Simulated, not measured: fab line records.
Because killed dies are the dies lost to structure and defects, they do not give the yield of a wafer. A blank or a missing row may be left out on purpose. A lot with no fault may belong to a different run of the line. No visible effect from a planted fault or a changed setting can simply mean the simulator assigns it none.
Matching of chambers :: flow nand harc :: rie diel-01 running NHARC_A_M0_STRIP_18: 4 sister chambers
The step strips in N2/H2. 14 wafers are shown with their chamber, then 7 later ones without.

WAFERS WITH THEIR CHAMBER
wafer: L079.1
chamber: 3
showerhead plenum p Torr (Torr): 1.99
drypump motor current A (A): 5.8
oes product au (a.u.): 1.015

wafer: L079.3
chamber: 0
showerhead plenum p Torr (Torr): 1.91
drypump motor current A (A): 6.1
oes product au (a.u.): 1.012

wafer: L079.4
chamber: 2
showerhead plenum p Torr (Torr): 1.94
drypump motor current A (A): 6.1
oes product au (a.u.): 1.020

wafer: L080.3
chamber: 2
showerhead plenum p Torr (Torr): 1.94
drypump motor current A (A): 6.0
oes product au (a.u.): 1.025

wafer: L080.5
chamber: 2
showerhead plenum p Torr (Torr): 1.94
drypump motor current A (A): 6.1
oes product au (a.u.): 1.012

wafer: L080.6
chamber: 3
showerhead plenum p Torr (Torr): 1.99
drypump motor current A (A): 5.8
oes product au (a.u.): 1.020

wafer: L077.1
chamber: 1
showerhead plenum p Torr (Torr): 2.17
drypump motor current A (A): 4.8
oes product au (a.u.): 0.999

wafer: L077.5
chamber: 3
showerhead plenum p Torr (Torr): 1.99
drypump motor current A (A): 5.8
oes product au (a.u.): 1.007

wafer: L077.6
chamber: 2
showerhead plenum p Torr (Torr): 1.94
drypump motor current A (A): 6.0
oes product au (a.u.): 1.014

wafer: L082.1
chamber: 3
showerhead plenum p Torr (Torr): 1.99
drypump motor current A (A): 5.8
oes product au (a.u.): 1.022

wafer: L082.2
chamber: 1
showerhead plenum p Torr (Torr): 2.17
drypump motor current A (A): 4.8
oes product au (a.u.): 1.008

wafer: L082.3
chamber: 0
showerhead plenum p Torr (Torr): 1.91
drypump motor current A (A): 6.1
oes product au (a.u.): 1.030

wafer: L084.2
chamber: 2
showerhead plenum p Torr (Torr): 1.94
drypump motor current A (A): 6.0
oes product au (a.u.): 1.016

wafer: L084.4
chamber: 3
showerhead plenum p Torr (Torr): 1.98
drypump motor current A (A): 5.8
oes product au (a.u.): 1.019

SIGNATURES (means of the wafers above)
reading: showerhead plenum p Torr
chamber 0: 1.9100
chamber 1: 2.1700
chamber 2: 1.9400
chamber 3: 1.9880
scatter within a chamber: 0.00283

reading: drypump motor current A
chamber 0: 6.100
chamber 1: 4.800
chamber 2: 6.040
chamber 3: 5.800
scatter within a chamber: 0.0346

reading: oes product au
chamber 0: 1.02100
chamber 1: 1.00350
chamber 2: 1.01740
chamber 3: 1.01660
scatter within a chamber: 0.00671
Rule: distance of a wafer from a chamber = root of the sum over the readings of ((wafer's reading minus chamber's mean) / reading's scatter) squared. If the next closest chamber is less than 2 further off than the closest, the wafer can't be placed; otherwise it belongs to the closest. The scatter is the square root of a quotient: the sum, over the shown wafers, of each reading's squared deviation from its chamber's mean, divided by wafers minus chambers.

WAFERS WITHOUT THEIR CHAMBER
wafer: L084.6
showerhead plenum p Torr (Torr): 1.94
drypump motor current A (A): 6.0
oes product au (a.u.): 1.015

wafer: L085.1
showerhead plenum p Torr (Torr): 1.90
drypump motor current A (A): 6.0
oes product au (a.u.): 1.017

wafer: L085.2
showerhead plenum p Torr (Torr): 2.17
drypump motor current A (A): 4.8
oes product au (a.u.): 1.002

wafer: L085.4
showerhead plenum p Torr (Torr): 1.94
drypump motor current A (A): 6.0
oes product au (a.u.): 1.008

wafer: L090.1
showerhead plenum p Torr (Torr): 1.98
drypump motor current A (A): 5.8
oes product au (a.u.): 1.010

wafer: L090.2
showerhead plenum p Torr (Torr): 1.94
drypump motor current A (A): 6.0
oes product au (a.u.): 1.017

wafer: L090.4
showerhead plenum p Torr (Torr): 2.16
drypump motor current A (A): 4.8
oes product au (a.u.): 1.004

EACH ONE'S CHAMBER
wafer: L084.6
from the rows above: 2
in truth: 2

wafer: L085.1
from the rows above: 0
in truth: 0

wafer: L085.2
from the rows above: 1
in truth: 1

wafer: L085.4
from the rows above: 2
in truth: 2

wafer: L090.1
from the rows above: 3
in truth: 3

wafer: L090.2
from the rows above: 2
in truth: 2

wafer: L090.4
from the rows above: 1
in truth: 1
Placed correctly: 7 of 7. Not placeable from these rows: 0. Wrongly placed: 0.
